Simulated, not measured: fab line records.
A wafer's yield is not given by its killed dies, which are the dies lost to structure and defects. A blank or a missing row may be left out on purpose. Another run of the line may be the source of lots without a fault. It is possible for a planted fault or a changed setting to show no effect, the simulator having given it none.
Split-lot study + flow n5-finfet + 21 wafers read across 7 lots, on a route 1938 steps long

THE SPLIT
At N5_PMOS_HMC_CHANNEL_EPI_COAT_03 (resist thk 205 nm), the setting spin-rpm was moved away from the recipe's 1500 rpm on 6 of the 21 wafers read, by -5.8% to +10.4%. This setting was run at the recipe's value on the other wafers.

Reading taken at the split's own step.

THE READING
CAR-ArF-block_of_PMOS_HMC_CHANNEL_EPI_COAT_03.thk-nm (the simulator's own value, which no gauge read), in nm, at N5_PMOS_HMC_CHANNEL_EPI_COAT_03 (resist thk 205 nm). The file does not state a usual value for it. Here, 15 wafers ran the recipe; their average is 205.3 nm with a standard deviation of 0.41 nm.

| wafer  | tool, chamber at the split | spin-rpm as run, rpm | against the recipe | CAR-ArF-block_of_PMOS_HMC_CHANNEL_EPI_COAT_03.thk-nm, nm | against lot-mates on the recipe |
|--------|----------------------------|----------------------|--------------------|----------------------------------------------------------|---------------------------------|
| L088.3 | litho-track-01, 0          | 1500                 | recipe             | 205                                                      | -                               |
| L088.5 | litho-track-01, 0          | 1500                 | recipe             | 205                                                      | -                               |
| L088.6 | litho-track-01, 0          | 1500                 | recipe             | 205                                                      | -                               |
| L089.2 | litho-track-01, 0          | 1500                 | recipe             | 205.5                                                    | -                               |
| L089.5 | litho-track-01, 0          | 1556                 | +3.7%              | 202                                                      | -3.5                            |
| L089.6 | litho-track-01, 0          | 1556                 | +3.7%              | 202                                                      | -3.5                            |
| L090.4 | litho-track-01, 0          | 1500                 | recipe             | 205.5                                                    | -                               |
| L090.5 | litho-track-01, 0          | 1500                 | recipe             | 204.7                                                    | -                               |
| L090.6 | litho-track-01, 0          | 1500                 | recipe             | 204.8                                                    | -                               |
| L091.3 | litho-track-03, 0          | 1656                 | +10.4%             | 195.1                                                    | -10.5                           |
| L091.4 | litho-track-03, 0          | 1500                 | recipe             | 205.5                                                    | -                               |
| L091.5 | litho-track-03, 0          | 1500                 | recipe             | 205.7                                                    | -                               |
| L092.2 | litho-track-04, 0          | 1500                 | recipe             | 206.2                                                    | -                               |
| L092.4 | litho-track-04, 0          | 1500                 | recipe             | 205.1                                                    | -                               |
| L092.5 | litho-track-04, 0          | 1500                 | recipe             | 205.8                                                    | -                               |
| L093.3 | litho-track-03, 0          | 1500                 | recipe             | 205.3                                                    | -                               |
| L093.4 | litho-track-03, 0          | 1413                 | -5.8%              | 211.5                                                    | +6.2                            |
| L093.5 | litho-track-03, 0          | 1413                 | -5.8%              | 211.8                                                    | +6.5                            |
| L094.1 | litho-track-04, 0          | 1500                 | recipe             | 205                                                      | -                               |
| L094.5 | litho-track-04, 0          | 1617                 | +7.8%              | 197.4                                                    | -7.5                            |
| L094.6 | litho-track-04, 0          | 1500                 | recipe             | 204.8                                                    | -                               |

THE FIT
A straight line over all 21 wafers: CAR-ArF-block_of_PMOS_HMC_CHANNEL_EPI_COAT_03.thk-nm changes by -1.01 nm for each +1% of spin-rpm; r = -0.99; the points scatter about the line by 0.43 nm.
The same after taking each lot's own level away (the mean of its wafers on the recipe; 21 wafers): -1.02 nm for each +1%; r = -1.00; scatter 0.3 nm.
On that fit, the largest move of spin-rpm shifts the reading by 11 nm.
The span of the lots' own levels, 204.90 to 205.70 nm, comes to 1.9 times the standard deviation stated above.
The two slopes are in agreement: the lot-to-lot level therefore moves the slope only a little.
Check: for one of the wafers moved furthest among these (+10.4%), held out of the fit, the line's prediction against its lot-mates is -10.5 nm. Against them it came out at -10.5 nm.

OTHER SPLITS ON THESE WAFERS
Other splits were also applied to these wafers ahead of the reading. Each is held against what the fit with the lots' levels taken away leaves over:
| other split on the same wafers | wafers away from the commonest value | r with CAR-ArF-block_of_PMOS_HMC_CHANNEL_EPI_COAT_03.thk-nm (lot level and that fit taken away) |
|--------------------------------|--------------------------------------|-------------------------------------------------------------------------------------------------|
| N5_WELL_APT_EXPOSE_05 dose-mj  | 6                                    | -0.58                                                                                           |
| N5_WELL_APT_COAT_19 spin-rpm   | 10                                   | -0.24                                                                                           |

FILE'S OWN FIT
CAR-ArF-block_of_PMOS_HMC_CHANNEL_EPI_COAT_03.thk-nm changes by -1 nm for each +1% of spin-rpm, r = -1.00.
